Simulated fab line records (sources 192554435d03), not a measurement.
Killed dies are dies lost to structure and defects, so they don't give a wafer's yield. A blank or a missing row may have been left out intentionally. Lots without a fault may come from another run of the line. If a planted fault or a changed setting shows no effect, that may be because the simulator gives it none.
A struck lot beside a sound one :: flow n5Finfet :: 44 steps out of a route of 1938
Sound: the wafers L360.1, L360.3, L360.4. Struck: wafer L377.2 (left out: L377.3, L377.4 of the same lot, which were not struck); the cause appears at the end.
At each step with rows: each side's tool, then ch and its chambers, then its first start. Under that, the readings that differ: sound wafers :: struck wafers :: difference of the means :: sigmas: that difference in standard deviations of wafers without a fault.
alike: readings with means less than 2 such deviations apart, plus words and numbers identical on both sides. not compared: withheld readings, readings lacking a value on some wafer, bounds such as >300 that could conceal the same value, and numbers that have no deviation in the record and whose values overlap.
Wherever a step has rows on one side only, a row that says differs or no value, or a row with sigmas, the two part there. Non-overlapping numbers with no deviation appear without sigmas and do not part them. A reading that every wafer of one side lacks parts them only if that side has two wafers or more.

N5_STI_FIN_REVEAL_ALD_14: deposits Si3N4, target thk 3 nm.
  sound on aldSin-01 ch 0,1,2, day 2 15:38; struck on aldSin-02 ch 2, day 6 23:17
  alike: heaterPowerW
then, 3 steps without rows for these wafers: N5_STI_FIN_REVEAL_FCVD_FILL_01 (material SiO2 flowable, target thk 312 nm, time 512.2 s); N5_STI_FIN_REVEAL_DENSIFY_02 (time 1800 s); N5_STI_FIN_REVEAL_CMP_04 (polishes, stops on Si3N4, t overpolish 4 s, target thk 131.83 nm).
N5_STI_FIN_REVEAL_THK_MEAS_05:
  sound on filmMetro-01 at day 2 20:58; struck on filmMetro-01 at day 7 04:37
  alike: thkNm
N5_STI_FIN_REVEAL_DENSIFY_30:
  sound on rtpAnneal-01 ch 0, day 2 21:00; struck on rtpAnneal-02 ch 0, day 7 04:53
  alike: lampPowerPct, lamp_zone_1_pct
  not compared: wafer_temp_C_max
N5_STI_FIN_REVEAL_ETCHBACK_08: etches SiO2 in C4F6/O2, target depth 30.5 nm, time 10.167 s.
  sound on rieDiel-06 ch 0,1,3, day 2 21:13; struck on rieDiel-02 ch 0, day 7 05:04
reading: oesProductAu (a.u.)
sound: 0.71 0.73 0.70
struck: 0.90
difference: +0.19
sigmas: +2

reading: rfHoursCounterH (h)
sound: 219 189 221
struck: 31
difference: -179
sigmas: 
  alike: biasW, drypumpMotorCurrentA, rfVppV, showerheadPlenumPTorr, throttleValvePct
then, 5 steps without rows for these wafers: N5_STI_FIN_REVEAL_STRIP_24 (strips in N2/H2, time 90 s); N5_STI_FIN_REVEAL_PRECLEAN_25 (cleans in SPM, time 90 s); N5_STI_FIN_REVEAL_PRECLEAN_26 (cleans in SC1, time 45 s); N5_STI_FIN_REVEAL_PRECLEAN_29 (cleans in DHF, time 30 s); N5_STI_FIN_REVEAL_SRD_12 (time 30 s).
N5_STI_FIN_REVEAL_RECESS_09: chemistry HF/NH3, target SiO2, afs cycles 11, target depth 42.5 nm, sublimation time 60 s.
  sound on vaporEtch-01 ch 0,1, day 2 21:28; struck on vaporEtch-01 ch 0, day 7 05:19
  alike: drypumpMotorCurrentA, forelinePTorr
then, 2 steps without rows for these wafers: N5_STI_FIN_REVEAL_STRIP_16 (strips SiNx in H3PO4, target depth 23.8 nm); N5_STI_FIN_REVEAL_PRECLEAN_17 (cleans in NF3:NH3, afs cycles 1, time 20 s, sublimation time 60 s).
N5_STI_FIN_REVEAL_ETCH_34: etches Si in H2, material Si, target depth 0.97 nm.
  sound on rieSi-05 ch 0,1,2, day 2 23:48; struck on rieSi-05 ch 1, day 7 07:24
  alike: drypumpMotorCurrentA, oesProductAu, throttleValvePct
  not compared: rfHoursCounterH
then, 7 steps without rows for these wafers: N5_STI_FIN_REVEAL_OXIDATION_31 (chemistry O2 PLASMA REMOTE, time 20 s); N5_STI_FIN_REVEAL_PRECLEAN_32 (cleans in NF3:NH3, afs cycles 1, time 20 s, sublimation time 60 s); N5_STI_FIN_REVEAL_STRIP_35 (strips Si3N4 in H3PO4, target depth 4 nm, time 39 s); N5_STI_FIN_REVEAL_SRD_21 (time 30 s); N5_STI_FIN_REVEAL_OXIDATION_33 (chemistry O2 PLASMA REMOTE, time 20 s); N5_STI_FIN_REVEAL_CLEAN_19 (cleans in O3/DIW, time 120 s); N5_STI_FIN_REVEAL_SRD_23 (time 30 s).
N5_STI_FIN_REVEAL_CD_MEAS_22: target cd 6.238 nm, pitch 28 nm.
  sound on cdSem-02 at day 3 00:23; struck on cdSem-01 at day 7 07:59
  alike: cdNm
N5_STI_FIN_REVEAL_FIN_H_MEAS_10:
  sound on ocd-01 at day 3 00:25; struck on ocd-01 at day 7 08:01
reading: trenchDepthNm (nm)
sound: 52.7 51.5 51.7
struck: 57.6
difference: +5.6
sigmas: +9
then, 2 steps without rows for these wafers: N5_STI_FIN_REVEAL_PRECLEAN_18 (cleans in SC2, time 45 s); N5_STI_FIN_REVEAL_SRD_28 (time 30 s).
N5_STI_FIN_REVEAL_INSPECT_13: inspects for defects (darkfield).
  sound on defectInspect-01 at day 3 00:32; struck on defectInspect-02 at day 7 08:07
  alike: rawDefectCount
then, 6 steps without rows for these wafers: N5_DUMMY_GATE_PRECLEAN_00 (cleans in O3/DIW, time 60 s); N5_DUMMY_GATE_SRD_01 (time 30 s); N5_DUMMY_GATE_ALD_02 (deposits SiO2, target thk 2 nm, pulse time 1 s); N5_DUMMY_GATE_CVD_03 (deposits a-Si from SiH4, target thk 150 nm, time 8042 s); N5_DUMMY_GATE_PRECLEAN_46 (cleans in DIW, time 89.5 s); N5_DUMMY_GATE_SRD_47 (dry time 32 s).
N5_DUMMY_GATE_CMP_04: polishes a-Si.
  sound on cmp-03 ch 0,1,2, day 3 04:28; struck on cmp-04 ch 0, day 7 12:02
reading: timeToEndpointS (s)
sound: 14.3 16.5 14.3
struck: 8.5
difference: -6.5
sigmas: -3
  alike: motorCurrentA
N5_DUMMY_GATE_THK_MEAS_05:
  sound on filmMetro-01 at day 3 04:43; struck on filmMetro-01 at day 7 12:17
  alike: thkNm
then, 6 steps without rows for these wafers: N5_DUMMY_GATE_HM_DEP_06 (deposits SiNx from DCS/NH3, target thk 80 nm, time 5141 s); N5_DUMMY_GATE_PECVD_30 (deposits SiO2 from TEOS/O2, target thk 55 nm, time 10.8 s); N5_DUMMY_GATE_COAT_34 (time 60 s, resist thk 60 nm); N5_DUMMY_GATE_COAT_35 (time 60 s, resist thk 10 nm); N5_DUMMY_GATE_COAT_28 (time 60 s, resist thk 10 nm); N5_DUMMY_GATE_COAT_09 (resist thk 30 nm).
-- the record jumps here: 5 days lie between the struck wafers' starts before and after (it left off in module DUMMY_GATE and takes up again in module BEOL_M4, whose first step shown is number 1111 of the route) --
N5_BEOL_M4_RC_MEAS_101:
  sound on prober-02 ch 0, day 7 19:06; struck on prober-01 ch 0, day 12 05:05
reading: ION_N (uA/um)
sound: 683 682 669
struck: 727
difference: +49
sigmas: +4

reading: ION_P (uA/um)
sound: 466 456 461
struck: 489
difference: +28
sigmas: +4

reading: SS_P (mV/dec)
sound: 72.9 73.7 73.8
struck: 74.9
difference: +1.4
sigmas: +2
  alike: DIBL_N, DIBL_P, IOFF_N, IOFF_P, SS_N, VT_N, VT_P
-- record jumps: 4 days separate the struck wafers' starts on either side; left off in module BEOL_M4, taken up again in module PASSIVATION, whose first shown step is the route's number 1936 --
N5_PASSIVATION_PROBE_49:
  sound on prober-01 at day 11 15:41; struck on prober-02 at day 15 19:23
  alike: defectLimitedYield, killed_at_M0_to_M3, killed_at_M4_up, killedAtContacts, killedAtFrontEnd, killedAtOther, killedDies, killedOnRim, killedOpen, killedShort, sort_bin_5_function, sort_bin_6_memory, sortNPass, sortYieldPct

== WHERE THEY PART ==
Last at N5_BEOL_M4_RC_MEAS_101 as far as this record goes, first at N5_STI_FIN_REVEAL_ETCHBACK_08. Later steps at which nothing parts them and some readings are alike: N5_PASSIVATION_PROBE_49.

WHY: what had been put in by the simulator
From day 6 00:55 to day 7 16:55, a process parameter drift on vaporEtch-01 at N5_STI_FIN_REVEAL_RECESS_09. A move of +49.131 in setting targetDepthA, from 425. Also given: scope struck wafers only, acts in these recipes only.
